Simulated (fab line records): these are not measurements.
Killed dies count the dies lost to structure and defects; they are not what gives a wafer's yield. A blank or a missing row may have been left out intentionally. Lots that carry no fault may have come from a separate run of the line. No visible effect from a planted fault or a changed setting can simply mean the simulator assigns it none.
fab line records | flow n5-finfet
[record] lots = 9 wafers = 27 last-day = 17
route steps=1938 shown HKMG_FIN@444 BEOL_M4@1111 PASSIVATION@1936
lots that met no fault: from a run of the same line without faults
start-h: hours from the record's opening day to when the first of the lot's shown wafers began | wait-h: hours from the lot's prior step to this one | " the same as in the row above | L1.1+2: a single row standing in for several wafers | - either no value or no given start | * or withheld: withheld | < > ~ a bound
route shown NAME@n: a module of which the file shows steps, and the number in the route of the first | usual: mean and standard deviation over wafers with no fault | same: alike in all rows | chamber/n: place in a boat | sites: each site's reading | _std_site: their standard deviation | _edge_site: inner sites' mean taken away from outer sites' mean | radius-mm: for every site, how far away it sits from the centre of the wafer | mask NAME#n: copy n | behind: tool/chamber where the wafer was last shaped | hold: what put the lot on hold/how long, in hours/how the hold closed | device: which transistor (n, p or np) failed to switch | end of line: the route-end tests of the same wafers | a step without rows: its recipe alone | killed: at the first sort, the dies lost to defects and structure; wafer yield is something else | map: a wafer's dies, marking killed ones x, the rest . and places with no die _
set.NAME: the setting that was run; set.NAME@STEP: the one run at that earlier step | model.NAME: the simulator's own value behind a step, which no gauge read
one table for each step of the route and one row for each wafer, over a sample of lots
services: from which hour (start-h, from the record's first day; less than 0 if before it) a tool's chamber was out of use, for how many hours, and why
[[steps]]
[step N5_HKMG_FIN_ETCH_86]
[recipe] chemistry = N2/H2 target = SOC target-depth-a = 3932 stop-on = TiN ion-energy-ev = 100 bias-w = 61 pressure-mtorr = 30 source-w = 850 n2-flow-sccm = 200 h2-flow-sccm = 200
[usual] drypump-motor-current-A = 5.7/0.6 oes-product-au = 0.78/0.091 rf-vpp-V = 241.1/1.5 showerhead-plenum-p-Torr = 2.57/0.096 throttle-valve-pct = 17.7/0.32
// columns lot.wafer tool chamber start-h wait-h drypump-motor-current-A oes-product-au rf-hours-counter-h rf-vpp-V showerhead-plenum-p-Torr throttle-valve-pct
L806.2 rie-diel-06 2 76.35 - 6.4 0.72 201 238.6 2.41 18.2
L806.5 " 1 " " 5.1 0.68 - 239.8 2.51 17.7
L806.6 " 0 " " 5.0 0.94 - 242.5 2.71 17.4
L809.1 rie-diel-02 0 94.36 - 5.7 0.87 39 239.3 2.48 17.3
L809.2 " 3 " " 5.8 0.82 80 240.5 2.58 17.6
L809.3 " 1 " " 6.0 0.74 186 244.1 2.63 17.9
L816.1 rie-diel-06 2 140.04 - 6.4 0.70 224 239.8 2.40 18.3
L816.3 " 3 " " 6.6 0.71 203 244.0 2.61 17.9
L816.5 " 0 " " 5.0 0.90 - 243.9 2.71 17.4
L819.1 rie-diel-06 1 175.31 - 5.1 0.66 251 240.9 2.50 17.8
L819.4 " 0 " " 5.0 0.89 - 243.7 2.70 17.4
L819.5 " 3 " " 6.7 0.70 - 240.7 2.60 17.9
L821.1 rie-diel-02 1 177.35 - 6.0 0.71 213 241.5 2.62 18.0
L821.4 " 0 " " 5.7 0.83 66 240.1 2.47 17.3
L821.6 " 0 " " 5.7 0.83 - 239.4 2.47 17.3
L822.2 rie-diel-05 3 182.09 - 5.4 0.67 243 239.7 2.51 17.9
L822.4 " 2 " " 5.6 0.79 108 240.3 2.56 17.7
L822.5 " 2 " " 5.6 0.79 - 240.4 2.56 17.7
L823.2 rie-diel-05 3 182.47 - 5.4 0.68 244 240.9 2.51 17.9
L823.5 " 0 " " 5.3 0.80 - 241.0 2.46 17.6
L823.6 " 1 " " 4.9 0.92 - 239.7 2.49 17.1
L825.1 rie-diel-06 3 193.52 - 6.6 0.70 221 241.1 2.60 17.9
L825.2 " 1 " " 5.1 0.65 259 240.7 2.50 17.8
L825.6 " 3 " " 6.6 0.69 - 242.8 2.60 17.9
L828.3 rie-diel-05 2 212.97 - 5.6 0.77 124 240.1 2.55 17.7
L828.4 " 1 " " 4.9 0.88 - 240.5 2.48 17.1
L828.6 " 0 " " 5.3 0.78 - 239.4 2.45 17.7
[step N5_HKMG_FIN_STRIP_90]
[recipe] chemistry = N2/H2 material = SOC time-s = 20 power-w = 500 temp-c = 40 pressure-mtorr = 50 rf-frequency-hz = 6e+07 bias-power-w = 8 h2-frac = 0.5 n2-flow-sccm = 300 h2-flow-sccm = 300
[usual] drypump-motor-current-A = 5.6/0.53 oes-product-au = 0.79/0.089 rf-vpp-V = 54.2/0.87 showerhead-plenum-p-Torr = 3.37/0.11 throttle-valve-pct = 18.8/0.37
// columns lot.wafer tool chamber start-h wait-h drypump-motor-current-A oes-product-au rf-hours-counter-h rf-vpp-V showerhead-plenum-p-Torr throttle-valve-pct
L806.2 rie-diel-02 1 77.48 0.0 6.0 0.74 180 54.1 3.48 19.2
L806.5 " 0 " " 5.7 0.90 - 54.2 3.28 18.2
L806.6 " 1 " " 6.0 0.73 - 55.6 3.48 19.2
L809.1 rie-diel-06 0 95.50 0.0 5.0 0.94 24 55.3 3.57 18.4
L809.2 " 3 " " 6.7 0.72 187 54.2 3.45 19.0
L809.3 " 1 " " 5.1 0.70 224 54.1 3.32 18.7
L816.1 rie-diel-05 3 141.55 0.0 5.4 0.68 229 53.1 3.33 19.1
L816.3 " 2 " " 5.6 0.79 93 55.1 3.39 18.8
L816.5 " 0 " " 5.3 0.80 - 53.3 3.26 19.1
L819.1 rie-diel-05 2 176.44 0.0 5.6 0.79 106 54.8 3.38 18.8
L819.4 " 0 " " 5.3 0.78 100 53.1 3.26 19.1
L819.5 " 3 " " 5.4 0.68 - 53.7 3.32 19.1
L821.1 rie-diel-02 0 178.57 0.0 5.7 0.85 67 53.4 3.26 18.3
L821.4 " 3 " " 5.8 0.81 109 55.6 3.38 19.0
L821.6 " 1 " " 6.0 0.71 - 53.5 3.46 19.3
L822.2 rie-diel-05 0 183.23 0.0 5.3 0.79 103 54.5 3.25 19.1
L822.4 " 2 " " 5.7 0.78 109 53.7 3.38 18.8
L822.5 " 2 " " 5.7 0.78 - 52.7 3.38 18.8
L823.2 rie-diel-06 3 183.60 0.0 6.6 0.69 218 55.6 3.43 19.1
L823.5 " 0 " " 5.0 0.88 - 55.1 3.56 18.5
L823.6 " 1 " " 5.1 0.67 - 54.3 3.30 18.8
L825.1 rie-diel-02 1 194.65 0.0 6.0 0.71 218 55.1 3.46 19.3
L825.2 " 2 " " 5.4 0.87 43 54.3 3.55 18.3
L825.6 " 1 " " 6.0 0.71 - 55.9 3.46 19.3
L828.3 rie-diel-05 2 214.13 0.0 5.6 0.75 125 54.8 3.37 18.8
L828.4 " 1 " " 4.9 0.90 - 54.5 3.28 18.2
L828.6 " 0 " " 5.3 0.77 - 52.7 3.25 19.1
[step N5_HKMG_FIN_STRIP_69]
[recipe] chemistry = N2/H2 power-w = 2500 temp-c = 300 h2-frac = 0.65 time-s = 360 pressure-mtorr = withheld n2-flow-sccm = 1750 h2-flow-sccm = 3250
[usual] drypump-motor-current-A = 5.34/0.22 heater-power-w = 429/32
// columns lot.wafer tool chamber start-h wait-h drypump-motor-current-A heater-power-w rf-hours-counter-h
L806.2 plasma-asher-02 0 77.78 0.1 4.98 438 83
L806.5 " 0 " " 4.97 445 -
L806.6 " 1 " " 5.39 417 -
L809.1 plasma-asher-01 0 95.80 0.1 5.60 386 47
L809.2 " 1 " " 5.36 463 47
L809.3 " 0 " " 5.62 397 -
L816.1 plasma-asher-01 0 141.85 0.1 5.65 387 57
L816.3 " 0 " " 5.64 393 -
L816.5 " 1 " " 5.34 468 -
L819.1 plasma-asher-02 0 176.92 0.3 5.01 435 100
L819.4 " 1 " " 5.35 417 -
L819.5 " 0 " " 5.01 447 -
L821.1 plasma-asher-02 1 178.87 0.1 5.37 415 101
L821.4 " 1 " " 5.36 403 -
L821.6 " 0 " " 5.02 446 -
L822.2 plasma-asher-02 0 183.52 0.1 5.01 441 103
L822.4 " 0 " " 5.00 458 -
L822.5 " 0 " " 5.00 449 -
L823.2 plasma-asher-01 1 183.90 0.1 5.33 482 64
L823.5 " 1 " " 5.33 471 -
L823.6 " 0 " " 5.68 389 -
L825.1 plasma-asher-01 1 194.95 0.1 5.34 472 66
L825.2 " 0 " " 5.66 392 66
L825.6 " 0 " " 5.61 387 -
L828.3 plasma-asher-02 1 214.68 0.3 5.36 408 -
L828.4 " 0 " " 5.02 437 -
L828.6 " 0 " " 5.00 443 -
[step N5_HKMG_FIN_ALD_72]
[recipe] material = W target-thk-a = 20 temp-c = 300 pressure-torr = 7.5 ald-precursor-family = WF6 ald-co-reactant = B2H6 pulse-time-s = 1 purge-time-s = 2 co-reactant-purge-time-s = 2 co-reactant-pulse-time-s = 3 ald-cycles = 7
[usual] ald-cycles = 7/0 heater-power-w = 464/68 precursor-pulse-height-rel = 0.999/0.019 susceptor-temp-C = 300.03/0.18
// columns lot.wafer tool chamber start-h wait-h ald-cycles heater-power-w precursor-pulse-height-rel susceptor-temp-C
L806.2 cvd-w-01 0 78.52 0.2 7 472 1.019 300.22
L806.5 " 0 " " 7 466 0.993 299.99
L806.6 " 1 " " 7 549 1.019 299.92
L809.1 cvd-w-01 1 96.54 0.2 14 543 1.019 300.03
L809.2 " 0 " " 14 469 0.975 300.12
L809.3 " 0 " " 7 460 0.981 300.12
L816.1 cvd-w-02 1 142.60 0.2 7 478 0.987 299.95
L816.3 " 0 " " 7 355 1.022 299.84
L816.5 " 0 " " 7 354 0.979 299.76
L819.1 cvd-w-01 0 177.66 0.2 7 466 1.035 300.09
L819.4 " 1 " " 7 540 1.000 300.18
L819.5 " 1 " " 7 549 1.003 300.20
L821.1 cvd-w-01 1 179.62 0.2 7 561 0.998 299.95
L821.4 " 1 " " 7 544 1.013 299.87
L821.6 " 0 " " 7 468 0.970 299.96
L822.2 cvd-w-02 1 184.27 0.2 7 480 1.032 299.88
L822.4 " 0 " " 7 357 1.000 300.25
L822.5 " 1 " " 7 483 0.989 300.35
L823.2 cvd-w-01 1 184.64 0.2 7 535 1.006 299.97
L823.5 " 0 " " 7 470 1.010 300.21
L823.6 " 1 " " 7 554 1.017 299.82
L825.1 cvd-w-02 0 195.70 0.2 7 363 0.994 299.88
L825.2 " 1 " " 7 499 0.986 299.76
L825.6 " 0 " " 7 352 0.981 300.01
L828.3 cvd-w-01 0 215.33 0.2 7 473 1.013 299.88
L828.4 " 1 " " 7 549 0.973 299.60
L828.6 " 0 " " 7 481 0.999 299.78
[step N5_BEOL_M4_RC_MEAS_101]
[usual] DIBL_N = 36.5/1.4 DIBL_P = 36.6/1.9 IOFF_N = 0.167/0.029 IOFF_P = 0.21/0.033 ION_N = 674/12 ION_P = 460/8.9 SS_N = 71.6/0.57 SS_P = 73.4/0.61 VT_N = 249/3.3 VT_P = -250/3.3
// columns lot.wafer tool chamber start-h wait-h DIBL_N[mV/V] DIBL_P[mV/V] IOFF_N[nA/um] IOFF_P[nA/um] ION_N[uA/um] ION_P[uA/um] SS_N[mV/dec] SS_P[mV/dec] VT_N[mV] VT_P[mV]
L806.2 prober-01 0 178.16 0.2 33.5 31.3 0.126 0.18 677 470 70.3 72.9 250 -249
L806.5 " 0 " " 36.6 35.8 0.180 0.25 694 480 71.8 73.1 245 -247
L806.6 " 0 " " 33.2 31.9 0.119 0.18 671 460 70.9 72.5 252 -250
L809.1 prober-02 0 181.24 0.0 36.0 37.2 0.162 0.23 693 478 71.3 72.9 252 -252
L809.2 " 0 " " 34.5 34.3 0.130 0.19 667 460 71.4 72.8 253 -250
L809.3 " 0 " " 36.4 36.9 0.145 0.22 659 457 72.1 73.6 252 -250
L816.1 prober-02 0 226.25 0.0 37.5 40.1 0.170 0.22 682 463 71.9 73.5 251 -251
L816.3 " 0 " " 35.7 38.1 0.151 0.20 666 461 72.4 73.6 250 -252
L816.5 " 0 " " 35.2 36.2 0.130 0.16 657 447 71.7 73.6 251 -257
L819.1 prober-02 0 261.62 0.4 36.3 35.4 0.172 0.21 667 456 71.7 74.1 248 -250
L819.4 " 0 " " 36.7 35.9 0.179 0.22 674 460 71.3 74.2 249 -250
L819.5 " 0 " " 35.4 33.3 0.136 0.17 656 450 71.5 72.9 255 -254
L821.1 prober-01 0 265.74 0.0 37.8 38.8 0.196 0.22 677 460 71.7 73.6 245 -248
L821.4 " 0 " " 36.9 37.7 0.180 0.21 685 464 71.3 73.5 247 -250
L821.6 " 0 " " 35.8 36.3 0.148 0.19 670 461 71.3 73.9 249 -252
L822.2 prober-01 0 268.55 0.2 36.4 35.7 0.127 0.16 656 444 71.0 72.9 255 -257
L822.4 " 0 " " 40.3 39.6 0.217 0.22 674 453 72.3 74.0 245 -252
L822.5 " 0 " " 36.8 35.8 0.137 0.16 656 449 71.5 73.3 252 -258
L823.2 prober-02 0 269.37 0.2 35.6 35.7 0.135 0.16 662 445 71.4 72.4 255 -255
L823.5 " 0 " " 36.2 36.2 0.152 0.17 664 446 70.7 73.0 249 -255
L823.6 " 0 " " 37.4 37.4 0.164 0.20 674 454 72.3 72.9 251 -255
L825.1 prober-02 0 286.76 0.0 35.4 35.2 0.142 0.17 675 463 71.0 72.1 249 -251
L825.2 " 0 " " 36.2 34.6 0.146 0.16 669 446 71.2 73.0 252 -256
L825.6 " 0 " " 35.8 35.9 0.151 0.18 684 466 71.3 73.0 252 -254
L828.3 prober-01 0 304.14 0.3 36.3 35.9 0.147 0.21 659 459 71.3 72.9 253 -249
L828.4 " 0 " " 38.2 37.1 0.161 0.23 665 457 71.4 73.6 250 -250
L828.6 " 0 " " 37.6 37.4 0.169 0.24 668 464 72.0 73.7 246 -249
[step N5_PASSIVATION_PROBE_49]
[usual] defect-limited-yield = 91.2/1.6 killed_at_M0_to_M3 = 34/11 killed_at_M4_up = 14/5.7 killed-at-contacts = 14/6.6 killed-at-front-end = 37/10 killed-at-other = 4/3.2 killed-dies = 104/19 killed-open = 69/13 killed-short = 33/8.7 sort_bin_5_function = 5.1/1 sort_bin_6_memory = 3.3/0.76 sort_bin_8_speed = 0.00/0.016 sort-n-pass = 1076/19 sort-yield-pct = 91.2/1.6
[same] gross-dies = 1180 killed-at-back-side = 0 sort_bin_4_leakage[%] = 0
// columns lot.wafer tool chamber start-h wait-h defect-limited-yield[%] killed_at_M0_to_M3 killed_at_M4_up killed-at-contacts killed-at-front-end killed-at-other killed-dies killed-open killed-short sort_bin_5_function[%] sort_bin_6_memory[%] sort_bin_8_speed[%] sort-n-pass sort-yield-pct[%]
L816.1 prober-01 - 326.27 0.0 91.0 36 20 9 30 11 106 63 40 4.5 4.3 0 1074 91.0
L816.3 prober-01 - 326.37 0.1 90.9 38 12 2 48 7 107 72 31 5.6 3.3 0 1073 90.9
L816.5 prober-01 - 326.47 0.2 89.4 44 16 15 39 11 125 88 35 6.6 3.9 0 1055 89.4
L819.1 prober-02 - 360.52 0.0 91.9 28 9 9 48 1 95 66 29 4.8 2.9 0 1085 91.9
L819.4 prober-02 - 360.67 0.2 89.0 28 21 21 52 8 130 85 44 6.1 4.6 0 1050 89.0
L819.5 prober-02 - 360.72 0.2 90.5 21 21 21 42 7 112 76 36 6.3 3.0 0 1068 90.5
L823.2 prober-02 - 379.13 0.1 90.7 40 14 16 40 0 110 74 36 5.5 3.1 0 1070 90.7
L823.5 prober-02 - 379.28 0.2 92.7 24 7 12 42 1 86 51 32 4.2 2.8 0 1094 92.7
L823.6 prober-02 - 379.33 0.3 92.2 31 12 15 34 0 92 61 31 4.7 2.8 0 1088 92.2
L828.3 prober-02 - 404.29 0.5 89.4 40 14 20 49 2 125 78 40 5.3 4.7 0 1055 89.4
L828.4 prober-02 - 404.34 0.5 89.5 41 21 15 43 4 124 75 48 6.1 4.2 0 1056 89.5
L828.6 prober-02 - 404.44 0.6 89.2 44 11 24 43 6 128 77 51 6.2 4.2 0 1052 89.2
// killed by level:class
L816.1 BEOL_M0_SAQP:geometric-particle:short=8 BEOL_M4:geometric-particle:open=8 PAD_METAL:geometric-particle:short=8 MOL_CONTACT_COAG:geometric-particle:open=7 BEOL_M2:geometric-particle:open=7 FIN_SAQP:geometric-particle:open=6 BEOL_M0_SAQP:geometric-particle:open=6 GATE_CUT:geometric-particle:short=5
L816.3 FIN_SAQP:geometric-particle:open=13 FIN_SAQP:geometric-particle:short=11 BEOL_M0_SAQP:geometric-particle:open=11 BEOL_M1:geometric-particle:open=7 BEOL_M3:geometric-particle:open=7 GATE_CUT:geometric-particle:short=6 STI_FIN_REVEAL:geometric-particle:open=5 BEOL_M0_SAQP:geometric-particle:short=5
L816.5 FIN_SAQP:geometric-particle:open=16 MOL_CONTACT_COAG:geometric-particle:open=13 BEOL_M2:geometric-particle:open=13 FIN_SAQP:geometric-particle:short=9 BEOL_M0_SAQP:geometric-particle:open=8 BEOL_M4:geometric-particle:open=8 BEOL_M0_SAQP:geometric-particle:short=6 BEOL_M1:geometric-particle:open=5
L819.1 STI_FIN_REVEAL:geometric-particle:open=12 FIN_SAQP:geometric-particle:short=9 MOL_CONTACT_COAG:geometric-particle:open=8 BEOL_M2:geometric-particle:open=8 STARTING-WAFER:geometric-particle:open=7 BEOL_M0_SAQP:geometric-particle:short=6 FIN_SAQP:geometric-particle:open=5 BEOL_M4:geometric-particle:open=4
L819.4 STI_FIN_REVEAL:geometric-particle:open=15 MOL_CONTACT_COAG:geometric-particle:open=14 BEOL_M0_SAQP:geometric-particle:open=13 GATE_CUT:geometric-particle:short=7 MOL_CONTACT_COAG:geometric-particle:short=7 BEOL_M4:geometric-particle:open=7 GATE_CUT:geometric-particle:open=6 FIN_SAQP:geometric-particle:short=5
L819.5 MOL_CONTACT_COAG:geometric-particle:open=17 GATE_CUT:geometric-particle:short=11 STI_FIN_REVEAL:geometric-particle:open=10 BEOL_M2:geometric-particle:open=6 MOL_CONTACT_COAG:geometric-particle:short=4 GATE_CUT:geometric-particle:open=4 BEOL_M7:geometric-particle:open=4 PASS1_CAP:geometric-particle:open=4
L823.2 FIN_SAQP:geometric-particle:short=13 MOL_CONTACT_COAG:geometric-particle:open=13 BEOL_M2:geometric-particle:open=10 BEOL_M3:geometric-particle:open=9 FIN_SAQP:geometric-particle:open=7 BEOL_M1:geometric-particle:open=7 BEOL_M0_SAQP:geometric-particle:short=5 GATE_CUT:geometric-particle:short=5
L823.5 MOL_CONTACT_COAG:geometric-particle:open=10 FIN_SAQP:geometric-particle:short=8 BEOL_M0_SAQP:geometric-particle:short=6 BEOL_M1:geometric-particle:open=6 STI_FIN_REVEAL:geometric-particle:open=5 BEOL_M0_SAQP:geometric-particle:open=5 STARTING-WAFER:geometric-particle:short=5 STARTING-WAFER:geometric-particle:open=4
L823.6 MOL_CONTACT_COAG:geometric-particle:open=13 BEOL_M1:geometric-particle:open=11 FIN_SAQP:geometric-particle:open=9 BEOL_M3:geometric-particle:open=8 GATE_CUT:geometric-particle:short=7 FIN_SAQP:geometric-particle:short=5 BEOL_M2:geometric-particle:open=4 BEOL_M2:geometric-particle:short=4
L828.3 MOL_CONTACT_COAG:geometric-particle:open=16 BEOL_M2:geometric-particle:open=13 FIN_SAQP:geometric-particle:short=11 GATE_CUT:geometric-particle:short=8 BEOL_M0_SAQP:geometric-particle:short=7 FIN_SAQP:geometric-particle:open=6 BEOL_M0_SAQP:geometric-particle:open=6 STI_FIN_REVEAL:geometric-particle:open=5
L828.4 MOL_CONTACT_COAG:geometric-particle:open=13 FIN_SAQP:geometric-particle:short=11 BEOL_M3:geometric-particle:open=11 BEOL_M2:geometric-particle:open=10 FIN_SAQP:geometric-particle:open=6 STI_FIN_REVEAL:geometric-particle:open=6 GATE_CUT:geometric-particle:short=6 BEOL_M0_SAQP:geometric-particle:open=6
L828.6 MOL_CONTACT_COAG:geometric-particle:open=20 FIN_SAQP:geometric-particle:short=16 STI_FIN_REVEAL:geometric-particle:open=10 BEOL_M1:geometric-particle:open=8 BEOL_M0_SAQP:geometric-particle:short=7 BEOL_M0:geometric-particle:open=7 FIN_SAQP:geometric-particle:open=6 DUMMY_GATE:geometric-particle:open=5
[[services]]
// columns tool chamber start-h hours kind
cvd-w-02 - 53.57 0.6 repair
rie-diel-05 3 54.01 8.8 repair
rie-diel-06 0 79.05 8.7 repair
rie-diel-02 1 87.10 2.7 repair
rie-diel-02 0 122.41 2.5 repair
rie-diel-05 1 129.72 - clean
rie-diel-05 1 129.72 - consumable-replace:focus-ring
rie-diel-05 1 129.72 12.8 scheduled-down
rie-diel-05 1 129.72 12.8 vent-cycle
plasma-asher-02 - 134.65 0.7 repair
rie-diel-02 0 151.41 1.6 repair
cvd-w-02 - 163.79 2.5 repair
rie-diel-06 2 168.37 33.9 repair
plasma-asher-01 - 192.36 1.2 repair
rie-diel-06 - 195.13 28.1 pm
rie-diel-05 3 198.03 - clean
rie-diel-05 3 198.03 - consumable-replace:focus-ring
rie-diel-05 3 198.03 19.4 scheduled-down
rie-diel-05 3 198.03 19.4 vent-cycle
plasma-asher-01 - 199.12 3.6 repair
[[key]]
[first-sign] step = N5_HKMG_FIN_ALD_72 reading = ald-cycles direction = up sigmas = 99+ usual = * struck = *
effect none on later readings
met-at N5_HKMG_FIN_ALD_72
struck-lots L809
struck-wafers L809.1,L809.2
not-acting-at N5_HKMG_FIN_ETCH_86,N5_HKMG_FIN_STRIP_90,N5_HKMG_FIN_STRIP_69
onset-between 78.52 96.54
[fault] kind = process-parameter-drift tool = cvd-w-01 chamber = - onset-h = 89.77 steps = N5_HKMG_FIN_ALD_72 channel = ald-cycles offset = * shape = step end-h = 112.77 scope = struck-wafers-only stated = *
